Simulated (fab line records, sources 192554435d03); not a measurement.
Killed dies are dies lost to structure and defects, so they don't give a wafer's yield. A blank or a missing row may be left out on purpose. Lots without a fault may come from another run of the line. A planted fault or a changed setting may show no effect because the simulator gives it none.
fab line records | flow n5_finfet
record lots=4 wafers=12 last_day=17
route steps=1938 shown BEOL_M14@1738 BEOL_M15@1773 PASSIVATION@1936
lots that met no fault: from a run of the same line without faults
start_h: hours from the record's first day to the start of the lot's first wafer shown | wait_h: hours since the lot's step before | " the same as in the row above | L1.1+2: a row that stands for several wafers | - no value, or no start given | * or withheld: withheld | < > ~ a bound
route shown NAME@n: a module of which the file shows steps, and the number in the route of the first | usual: mean/standard deviation of fault-free wafers | same: alike in all rows | chamber/n: place in a boat | sites: the reading at each site | _std_site: their standard deviation | _edge_site: outer sites' mean less inner sites' | radius_mm: how far each site lies from the wafer's centre | mask NAME#n: copy n | behind: the tool/chamber that last shaped the wafer | hold: why the lot was held/for how many hours/how that ended | device: the transistor (n, p or np) that didn't switch | end of line: the same wafers' tests at the end of the route | a step without rows: its recipe alone | killed: dies lost to structure and defects at the first sort, not the wafer's yield | map: a wafer's dies, x killed, . not, _ none there
set.NAME: the setting as run; set.NAME@STEP: as run at that earlier step | model.NAME: the simulator's own value behind a step, which no gauge read
lots at some steps of the route; a table a step, a row a wafer
services: from which hour (start_h, from the record's first day; less than 0 if before it) a tool's chamber was out of use, for how many hours, and why
## steps
# step N5_BEOL_M14_COAT_66
# recipe resist=SiARC temp_c=220 time_s=60 spin_rpm=1500 resist_thk_nm=110
# step N5_BEOL_M14_COAT_22
# recipe spin_rpm=2888 resist_thk_nm=300
# step N5_BEOL_M14_EBR_24
# recipe solvent=PGMEA ebr_width_mm=1.5
# step N5_BEOL_M14_SOFTBAKE_23
# recipe temp_c=130 time_s=60
# step N5_BEOL_M14_EXPOSE_25
# recipe mask_id=M14 na=0.8 source_shape=annular sigma_inner=0.5 sigma_outer=0.8 polarization=unpolarized target_cd_nm=280 dose_mj=26.6
# step N5_BEOL_M14_PEB_26
# recipe peb_temp_c=130 peb_time_s=90
# step N5_BEOL_M14_DEVELOP_27
# recipe develop_time_s=45 rinse_liquid=diw dry=air_spin dev_temp_c=21
# step N5_BEOL_M14_HARDBAKE_32
# recipe temp_c=130 time_s=120
# step N5_BEOL_M14_DESCUM_33
# recipe chemistry=O2 time_s=7.9 source_power_w=50 bias_power_w=20 pressure_mtorr=20 rf_frequency_hz=2.712e+07 temp_c=40 o2_flow_sccm=225
# step N5_BEOL_M14_ETCH_67
# recipe chemistry=CF4 target=SiARC target_depth_a=1430 time_s=238.3 ion_energy_ev=80 pressure_mtorr=40 source_w=545 bias_w=36 Ar_flow_sccm=100 cf4_flow_sccm=100 ends=cleared
# usual drypump_motor_current_A=6.0/0.46 etch_rf_on_time_s=239/3.8 oes_product_au=0.67/0.067 rf_vpp_V=184.5/1.1 showerhead_plenum_p_Torr=2.18/0.053 throttle_valve_pct=15.61/0.23
# columns lot.wafer tool chamber start_h wait_h drypump_motor_current_A etch_rf_on_time_s oes_product_au rf_hours_counter_h rf_vpp_V showerhead_plenum_p_Torr throttle_valve_pct
L388.2 rie_diel-03 3 355.81 0.0 6.1 238 0.60 227 185.3 2.11 15.79
L388.3 " 1 " " 6.7 246 0.59 239 183.1 2.19 15.44
L388.6 " 0 " " 6.4 242 0.69 - 184.6 2.17 15.42
L390.3 rie_diel-03 2 357.00 0.0 5.8 238 0.67 101 184.9 2.24 15.79
L390.4 " 3 " " 6.1 234 0.61 227 183.1 2.11 15.81
L390.6 " 1 " " 6.7 244 0.59 - 186.0 2.19 15.46
L392.1 rie_diel-05 2 361.12 0.0 5.9 235 0.75 28 184.0 2.18 15.14
L392.5 " 2 " " 5.9 239 0.74 - 186.2 2.18 15.13
L392.6 " 1 " " 4.9 245 0.67 - 181.6 2.07 15.47
L396.1 rie_diel-03 2 385.94 0.0 5.8 240 0.66 112 184.6 2.24 15.81
L396.3 " 0 " " 6.4 243 0.68 83 184.1 2.17 15.43
L396.5 " 2 " " 5.8 241 0.66 - 185.0 2.24 15.81
# step N5_BEOL_M14_ETCH_68
# recipe chemistry=N2/H2 target=SOC mask_material=SiARC source_w=3000 bias_w=350 temp_c=40 time_s=450 ion_energy_ev=200 pressure_mtorr=30 n2_flow_sccm=200 h2_flow_sccm=200
# step N5_BEOL_M14_STRIP_69
# recipe chemistry=N2/H2 temp_c=40 n2_flow_sccm=200 h2_flow_sccm=200 rf_frequency_hz=6e+07
# step N5_BEOL_M14_TRENCH_ETCH_34
# recipe chemistry=C4F8/O2/Ar target=SiO2 target_depth_a=5566.5 mask_material=SOC he_inner_torr=15 he_outer_torr=30 time_s=126.9 ion_energy_ev=800 pressure_mtorr=20 source_w=1905 bias_w=2040 Ar_flow_sccm=400 C4F8_flow_sccm=16 O2_flow_sccm=12
# step N5_BEOL_M14_STRIP_70
# recipe chemistry=C4F8/O2/Ar resist=SiARC rf_frequency_hz=6e+07
# step N5_BEOL_M14_STRIP_37
# recipe chemistry=O2 power_w=600 temp_c=60 pressure_mtorr=30 rf_frequency_hz=6e+07 bias_power_w=0 overash_fraction=0.3 o2_flow_sccm=225
# step N5_BEOL_M14_ETCH_38
# recipe chemistry=CF4/N2 target=SiCN target_depth_a=1065 taper_deg=2 time_s=120.6 ion_energy_ev=150 mask_material=SiO2 pressure_mtorr=40 source_w=430 bias_w=70 Ar_flow_sccm=100 cf4_flow_sccm=60 n2_flow_sccm=60
# step N5_BEOL_M14_PRECLEAN_39
# recipe chemistry=residue_remover time_s=60 temp_c=40
# step N5_BEOL_M14_SRD_40
# recipe time_s=30 temp_c=23 rinse_liquid=diw dry=n2_spin spin_rpm=1500 dry_time_s=30
# step N5_BEOL_M14_DEGAS_41
# recipe ambient=vacuum temp_c=300 time_s=60
# step N5_BEOL_M14_PRE_CLEAN_42
# recipe gas=H2/He time_s=30 temp_c=300
# step N5_BEOL_M14_SPUTTER_43
# recipe material=TaN target_thk_a=150 temp_c=50 bias_v=168.6 power_w=15000 chamber_pressure_pa=0.12 time_s=24.19
# step N5_BEOL_M14_SPUTTER_44
# recipe material=Ta target_thk_a=150 temp_c=50 bias_v=80 power_w=15000 chamber_pressure_pa=0.07 time_s=24.19
# step N5_BEOL_M14_SPUTTER_45
# recipe material=Cu target_thk_a=1000 temp_c=-20 bias_v=60 power_w=26000 chamber_pressure_pa=0.13 time_s=16.67
# step N5_BEOL_M14_ECD_47
# recipe material=Cu target_thk_a=12480
# step N5_BEOL_M14_ANNEAL_48
# recipe temp_c=225 time_s=90 ambient=N2
# step N5_BEOL_M14_CMP_49
# recipe stop_on=SiO2 t_overpolish_s=5.2 down_force_psi=2 platen_rpm=80 clearing_platen_down_force_psi=2 clearing_platen_rpm=80 post_cmp_clean=cu_alkaline target_thk_nm=560 clearing_platen_pad_velocity_m_s=1.5917 pad_velocity_m_s=1.5917
# step N5_BEOL_M14_PRE_CLEAN_52
# recipe gas=NH3 time_s=15 temp_c=withheld rf_power_w=300
# step N5_BEOL_M14_DEP_53
# recipe material=SiCN target_thk_a=500 temp_c=withheld precursor=3MS/NH3 pressure_torr=3 rf_w=675 time_s=17.8
# step N5_BEOL_M15_ILD_DEP_00
# recipe material=SiO2 target_thk_a=16293 temp_c=400 precursor=TEOS/O2 pressure_torr=6.5 rf_w=900 teos_flow_sccm=161.4 gas=O2 flow_sccm=2650 time_s=346.1
# step N5_BEOL_M15_COAT_58
# recipe resist=BARC temp_c=205 time_s=60 spin_rpm=1500 resist_thk_nm=89
# step N5_BEOL_M15_COAT_04
# recipe spin_rpm=1704 resist_thk_nm=800
# step N5_BEOL_M15_EBR_06
# recipe solvent=PGMEA ebr_width_mm=1.5
# step N5_BEOL_M15_SOFTBAKE_05
# recipe temp_c=130 time_s=60
# step N5_BEOL_M15_EXPOSE_07
# recipe mask_id=V14 na=0.8 source_shape=annular sigma_inner=0.5 sigma_outer=0.8 polarization=unpolarized attpsm_phase_deg=180 dose_mj=41.25
# step N5_PASSIVATION_PROBE_49
# usual defect_limited_yield=91.5/1.3 killed_at_M0_to_M3=33/10 killed_at_M4_up=13/4 killed_at_contacts=12/6.3 killed_at_front_end=39/11 killed_at_other=3.4/2.6 killed_dies=100/15 killed_on_rim=13/4 killed_open=65/11 killed_short=34/7.8 sort_bin_5_function=5.0/0.89 sort_bin_6_memory=3.2/0.58 sort_n_pass=1080/15 sort_yield_pct=91.5/1.3
# same gross_dies=1180 killed_at_back_side=0 sort_bin_4_leakage[%]=0 sort_bin_8_speed[%]=0
# columns lot.wafer tool chamber start_h wait_h defect_limited_yield[%] killed_at_M0_to_M3 killed_at_M4_up killed_at_contacts killed_at_front_end killed_at_other killed_dies killed_on_rim killed_open killed_short sort_bin_5_function[%] sort_bin_6_memory[%] sort_n_pass sort_yield_pct[%]
L388.2 prober-02 - 382.09 0.1 91.0 28 9 17 47 5 106 12 65 41 4.7 3.9 1074 91.0
L388.3 prober-02 - 382.14 0.1 89.6 22 56 7 36 2 123 31 52 25 7.0 2.1 1057 89.6
L388.6 prober-02 - 382.29 0.3 87.3 71 15 26 38 0 150 17 84 65 7.6 4.5 1030 87.3
L390.3 prober-01 - 389.24 0.1 89.9 48 13 7 46 5 119 14 75 44 6.2 3.6 1061 89.9
L390.4 prober-01 - 389.29 0.2 93.0 36 13 2 30 2 83 14 47 36 4.5 2.3 1097 93.0
L390.6 prober-01 - 389.39 0.3 88.8 28 51 3 47 3 132 30 64 28 6.0 3.8 1048 88.8
L392.1 prober-02 - 392.41 0.0 91.4 39 11 13 38 1 102 13 67 35 4.8 3.6 1078 91.4
L392.5 prober-02 - 392.61 0.2 91.4 35 12 20 33 1 101 6 65 36 4.3 3.6 1079 91.4
L392.6 prober-02 - 392.66 0.3 92.2 28 9 17 36 2 92 12 53 39 4.6 3.0 1088 92.2
L396.1 prober-02 - 418.76 0.0 89.9 32 16 8 62 1 119 18 83 36 6.0 3.7 1061 89.9
L396.3 prober-02 - 418.86 0.1 89.2 46 6 9 64 2 127 18 94 33 6.3 4.0 1053 89.2
L396.5 prober-02 - 418.96 0.2 91.0 49 15 8 34 0 106 11 76 29 5.8 2.9 1074 91.0
# killed by level:class
L388.2 FIN_SAQP:geometric_particle:open=15 MOL_CONTACT_COAG:geometric_particle:open=11 FIN_SAQP:geometric_particle:short=9 BEOL_M3:geometric_particle:open=7 MOL_CONTACT_COAG:geometric_particle:short=6 BEOL_M1:geometric_particle:open=6 BEOL_M0_SAQP:geometric_particle:open=5 BEOL_M0_SAQP:geometric_particle:short=4
L388.3 BEOL_M14:unspecified=46 FIN_SAQP:geometric_particle:short=10 BEOL_M1:geometric_particle:open=8 FIN_SAQP:geometric_particle:open=7 MOL_CONTACT_COAG:geometric_particle:open=7 STI_FIN_REVEAL:geometric_particle:open=6 BEOL_M0_SAQP:geometric_particle:open=4 BEOL_M0_SAQP:geometric_particle:short=4
L388.6 BEOL_M0_SAQP:geometric_particle:short=20 MOL_CONTACT_COAG:geometric_particle:open=19 FIN_SAQP:geometric_particle:short=12 BEOL_M0_SAQP:geometric_particle:open=11 BEOL_M2:geometric_particle:open=10 BEOL_M3:geometric_particle:open=10 BEOL_M1:geometric_particle:open=10 MOL_CONTACT_COAG:geometric_particle:short=7
L390.3 FIN_SAQP:geometric_particle:open=11 BEOL_M0_SAQP:geometric_particle:open=11 FIN_SAQP:geometric_particle:short=10 BEOL_M0_SAQP:geometric_particle:short=10 BEOL_M3:geometric_particle:open=8 STI_FIN_REVEAL:geometric_particle:open=6 MOL_CONTACT_COAG:geometric_particle:open=6 BEOL_M1:geometric_particle:open=6
L390.4 FIN_SAQP:geometric_particle:open=11 BEOL_M1:geometric_particle:open=10 BEOL_M3:geometric_particle:open=9 BEOL_M0_SAQP:geometric_particle:short=6 BEOL_M4:geometric_particle:short=6 FIN_SAQP:geometric_particle:short=4 BEOL_M0_SAQP:geometric_particle:open=4 STI_FIN_REVEAL:geometric_particle:open=3
L390.6 BEOL_M14:unspecified=39 STI_FIN_REVEAL:geometric_particle:open=17 BEOL_M1:geometric_particle:open=8 FIN_SAQP:geometric_particle:short=7 FIN_SAQP:geometric_particle:open=6 BEOL_M2:geometric_particle:open=5 BEOL_M0_SAQP:geometric_particle:short=4 GATE_CUT:geometric_particle:short=3
L392.1 FIN_SAQP:geometric_particle:short=12 MOL_CONTACT_COAG:geometric_particle:open=8 BEOL_M1:geometric_particle:open=7 BEOL_M2:geometric_particle:open=7 FIN_SAQP:geometric_particle:open=6 BEOL_M3:geometric_particle:open=6 BEOL_M0_SAQP:geometric_particle:open=6 MOL_CONTACT_COAG:geometric_particle:short=5
L392.5 MOL_CONTACT_COAG:geometric_particle:open=19 BEOL_M0_SAQP:geometric_particle:short=11 BEOL_M0_SAQP:geometric_particle:open=11 FIN_SAQP:geometric_particle:open=10 FIN_SAQP:geometric_particle:short=8 GATE_CUT:geometric_particle:short=6 BEOL_M6:geometric_particle:open=5 BEOL_M1:geometric_particle:open=4
L392.6 FIN_SAQP:geometric_particle:short=14 MOL_CONTACT_COAG:geometric_particle:open=11 STI_FIN_REVEAL:geometric_particle:open=7 BEOL_M0_SAQP:geometric_particle:open=7 MOL_CONTACT_COAG:geometric_particle:short=6 BEOL_M2:geometric_particle:open=5 GATE_CUT:geometric_particle:short=5 BEOL_M1:geometric_particle:open=4
L396.1 STI_FIN_REVEAL:geometric_particle:open=16 DUMMY_GATE:geometric_particle:open=12 FIN_SAQP:geometric_particle:open=9 BEOL_M0_SAQP:geometric_particle:short=9 MOL_CONTACT_COAG:geometric_particle:open=8 BEOL_M0_SAQP:geometric_particle:open=7 BEOL_M3:geometric_particle:open=7 FIN_SAQP:geometric_particle:short=6
L396.3 STI_FIN_REVEAL:geometric_particle:open=16 BEOL_M1:geometric_particle:open=16 FIN_SAQP:geometric_particle:open=12 FIN_SAQP:geometric_particle:short=12 BEOL_M2:geometric_particle:open=8 MOL_CONTACT_COAG:geometric_particle:open=7 BEOL_M0_SAQP:geometric_particle:short=7 BEOL_M0_SAQP:geometric_particle:open=6
L396.5 BEOL_M0_SAQP:geometric_particle:open=15 FIN_SAQP:geometric_particle:open=9 BEOL_M0_SAQP:geometric_particle:short=9 BEOL_M3:geometric_particle:open=9 BEOL_M4:geometric_particle:open=8 MOL_CONTACT_COAG:geometric_particle:open=7 STI_FIN_REVEAL:geometric_particle:open=5 BEOL_M2:geometric_particle:open=5
# map L388.6 (x killed, . not)
_________________..x.....x..x________________
______________.............x.x.._____________
___________x........x..............__________
__________..............x.....x....._________
________...........x.....x.x.x........_______
_______....x....x..........x..x.x......______
______............................x....._____
_____.x...x....x....x...x......x.........____
____......x.....................x.....x...___
___..x........................xx.....x.....__
___.x.....x........................x.......__
__....x..x.....x.x.........x.x..x.....x..x.._
__.....x....xx....x.x.....x..x.............._
_........x.......x.....x.......x.............
_........x...x....x..........xxx....x.x...xxx
_.xx...xx...x............x...................
_.............xx......x..............x.......
_...........x.x............x.x...xx.x.....x..
_..x.x...........................x...........
_......x........x..........x............x....
_...xx.x.......x....x.............x..........
__x..x.x....x..x..............x............._
__.x..x..x.......................x.........._
___x...x...x.......x...x....x...x.x..x.....__
___....................x.........x...x.....__
____......xxx............x................___
_____..........x......x..x...xx..x..x....____
______...x.....x...x...................._____
_______........x..x..................x.______
________....................xx........_______
__________..x....x.................._________
___________.....x...xx............x__________
______________xx.......x......x._____________
_________________..x......x..________________
# map L390.6 (x killed, . not)
_________________xx..........________________
______________xxxxx.x.......x..._____________
___________xxxxxxxx.......x......x.__________
__________xxxxxx...................._________
________xxxxxxxxx....................._______
_______xxxxxxxxx.x....x....x...........______
______.x.x...xx...........x.....x......._____
_____.x....x............x....x...........____
____..........................x...........___
___..x.......x...x.....x...x.x.............__
___.....x......x...........................__
__x...........................x............x_
__x......x.................................._
_......x........xx.................x.x.......
_...........x..................x.......x.....
_..x............x......x.....................
_.....x...x.x...........................x....
_.......................................x....
_.......................x.............x......
_..............................x....xx.......
_........x.x.x.............xx..........xx....
__..............x.............x............._
__......x.....................x........x.x.._
___.........x.x...................x........__
___.x................x.....x...............__
____......x.........x.............xx......___
_____..x............x.x.............x....____
______.........x........................_____
_______.........xx...................x.______
________.....x........x............x.._______
__________.........xx..............._________
___________..........x.............__________
______________......x........x.._____________
_________________..x.....x...________________
## services
# columns tool chamber start_h hours kind
rie_diel-05 0 341.64 21.4 repair
rie_diel-05 3 363.02 - clean
rie_diel-05 3 363.02 - consumable_replace:focus_ring
rie_diel-05 3 363.02 17.6 scheduled_down
rie_diel-05 3 363.02 17.6 vent_cycle
rie_diel-05 1 364.89 25.3 repair
rie_diel-03 3 373.30 4.5 repair
rie_diel-03 1 385.22 - clean
rie_diel-03 1 385.22 - consumable_replace:focus_ring
rie_diel-03 1 385.22 24.3 scheduled_down
rie_diel-03 1 385.22 24.3 vent_cycle
## key
first_sign step=N5_PASSIVATION_PROBE_49 reading=killed_at_M4_up direction=up sigmas=10 usual=13 struck=54
effect step=N5_PASSIVATION_PROBE_49 reading=killed_on_rim direction=up sigmas=4.4 usual=13 struck=30
more_kills_born_at N5_BEOL_M14_ETCH_67@rie_diel-03=85
met_at N5_BEOL_M14_ETCH_67
struck_wafers L388.3,L390.6
fault kind=chamber_particle_source tool=rie_diel-03 chamber=1 onset_h=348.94 steps=N5_BEOL_M14_ETCH_67 rate_per_visit_cm2=0.93885 end_h=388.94
